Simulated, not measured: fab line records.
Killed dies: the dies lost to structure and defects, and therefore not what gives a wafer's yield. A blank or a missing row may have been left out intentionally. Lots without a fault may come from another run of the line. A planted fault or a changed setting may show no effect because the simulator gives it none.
The tool behind it: which one? ; flow nand harc ; Sampling: 14 lots, 42 wafers, 5 of 1302 route steps

## WHAT THE GAUGES READ, wafer by wafer
NHARC_THIN_TSV_CD_MEAS_12: target cd 1000 nm.
lot;measured;on;cd nm (nm)
L252;day 24 01:39;cd sem-03;998.1 997.4 1001.1
L254;day 24 14:08;cd sem-03;1001.3 996.2 1002.8
L255;day 25 03:14;cd sem-01;1000.3 997.4 997.2
L265;day 28 14:25;cd sem-03;998.5 999.6
L264;day 28 15:28;cd sem-02;997.5 1004.8
L267;day 29 16:53;cd sem-03;999.0 1002.5 996.0
L266;day 29 15:38;cd sem-01;997.6 998.5 998.3
L268;day 30 07:16;cd sem-02;998.6 998.6 1000.5
L271;day 31 15:57;cd sem-01;1006.0 1001.2 1001.3
L270;day 31 14:53;cd sem-01;1003.4 998.0 1001.2
L272;day 32 12:26;cd sem-01;996.9 1003.7 1000.3
L273;day 32 13:39;cd sem-01;1003.0 999.6 996.3
L274;day 32 19:43;cd sem-03;1004.2 995.6 999.1
L275;day 33 04:15;cd sem-02;996.0 998.9 998.6

NHARC_THIN_TSV_CD_MEAS_16.
lot;measured;on;cd nm (nm)
L252;day 24 02:37;cd sem-01;999.4 998.4 1002.6
L254;day 24 15:08;cd sem-01;1002.3 997.2 1003.9
L255;day 25 04:12;cd sem-01;999.5 997.4 996.7
L265;day 28 15:22;cd sem-01;999.8 1001.5
L264;day 28 16:26;cd sem-01;998.8 1005.7
L267;day 29 17:51;cd sem-01;998.9 1002.9 997.2
L266;day 29 16:36;cd sem-02;998.3 997.8 997.4
L268;day 30 08:13;cd sem-03;999.8 999.3 1002.7
L271;day 31 16:55;cd sem-02;1006.1 1002.7 1002.4
L270;day 31 16:00;cd sem-02;1003.3 998.3 1001.4
L272;day 32 13:23;cd sem-01;997.3 1004.6 1001.0
L273;day 32 14:37;cd sem-02;1004.3 999.3 996.2
L274;day 32 20:49;cd sem-03;1003.4 996.7 999.1
L275;day 33 05:21;cd sem-03;997.3 998.8 998.7

NHARC_THIN_TSV_CD_MEAS_37.
lot;measured;on;cd nm (nm)
L252;day 24 08:56;cd sem-01;5001 4998 5001
L254;day 24 21:52;cd sem-01;5005 4998 5004
L255;day 25 10:39;cd sem-01;4997 4998 4996
L265;day 28 21:53;cd sem-03;5002 5001
L264;day 28 22:53;cd sem-02;4997 5009
L267;day 30 00:21;cd sem-03;4996 5006 4997
L266;day 29 22:59;cd sem-03;5000 4998 4999
L268;day 30 14:40;cd sem-02;5000 5003 5004
L271;day 31 23:12;cd sem-03;5008 5010 5005
L270;day 31 22:26;cd sem-03;5005 5002 5004
L272;day 32 19:48;cd sem-02;4997 5010 5001
L273;day 32 21:12;cd sem-02;5008 4998 4998
L274;day 33 03:07;cd sem-03;5005 5001 5002
L275;day 33 11:53;cd sem-03;5000 4996 5000

NHARC_END_SORT_01.
lot;measured;on;killed at array;killed at other;killed at periphery;killed dies;killed open;killed short
L265;day 29 05:26;prober-02;102 676 98;0 0 0;3 1 3;105 677 101;2 1 4;4 1 0
L264;day 29 05:23;prober-01;16 675 27;0 0 0;1 2 3;17 677 30;1 3 5;2 2 1

## EACH LOT AND THE TOOL THAT RAN IT (in order: tool; ch and the chambers of the sampled wafers; start)
lot;NHARC_A_SLIT_DEP_23
L252;pecvd-03 ch 1,2, day 20 02:08
L254;pecvd-04 ch 0,2, day 20 16:11
L255;pecvd-03 ch 0,1, day 21 04:37
L265;pecvd-04 ch 0,2, day 24 13:30
L264;pecvd-04 ch 1,2, day 24 14:44
L267;pecvd-01 ch 0,1,2, day 25 12:05
L266;pecvd-01 ch 0,1, day 25 12:34
L268;pecvd-03 ch 0,1,2, day 26 11:23
L271;pecvd-01 ch 1,2, day 27 11:57
L270;pecvd-03 ch 1,2, day 27 12:01
L272;pecvd-03 ch 0,1,2, day 28 11:10
L273;pecvd-01 ch 1,2, day 28 11:11
L274;pecvd-01 ch 0,2, day 28 23:21
L275;pecvd-01 ch 0,1,2, day 29 00:13
- NHARC_A_SLIT_DEP_23: deposits SiON, target thk 100 nm.

## AS READ BY THE TOOLS THEMSELVES (means over the sampled wafers that have a number; for cases with no such wafer, the mark the record gives instead)
NHARC_A_SLIT_DEP_23.
lot;tool;heater power w (W)
L252;pecvd-03;827
L254;pecvd-04;801
L255;pecvd-03;701
L265;pecvd-04;807
L264;pecvd-04;695
L267;pecvd-01;790
L266;pecvd-01;725
L268;pecvd-03;772
L271;pecvd-01;691
L270;pecvd-03;766
L272;pecvd-03;799
L273;pecvd-01;728
L274;pecvd-01;802
L275;pecvd-01;743

## THE ANSWER, worked out from the rows above alone
Rule: usual is defined by the lots themselves. Put in order of their means at a reading, lots are off if they are a third of the lots or fewer, leave a main group of 4 or more, and stand apart from it by a gap of 3 or more times the standard deviation of the main group's means; of several such gaps the widest counts. A main group whose means are all the same, to the digits that the tables above print for the reading, isn't used. Also off: a lot with no number at a reading for which 4 or more lots have one. Where the step has rows for the other lots, those lots are counted as sound. Order of review: gauges by route order, followed by the tools' own readings, for which a lot's mean as printed above is used. The first step at which some lot is off is used, and at that step the reading that is off furthest; a lot without a number counts as furthest.
Across all readings shown, no lot is off: no conclusion can be drawn from this.

## WHAT WAS PUT IN BY THE SIMULATOR
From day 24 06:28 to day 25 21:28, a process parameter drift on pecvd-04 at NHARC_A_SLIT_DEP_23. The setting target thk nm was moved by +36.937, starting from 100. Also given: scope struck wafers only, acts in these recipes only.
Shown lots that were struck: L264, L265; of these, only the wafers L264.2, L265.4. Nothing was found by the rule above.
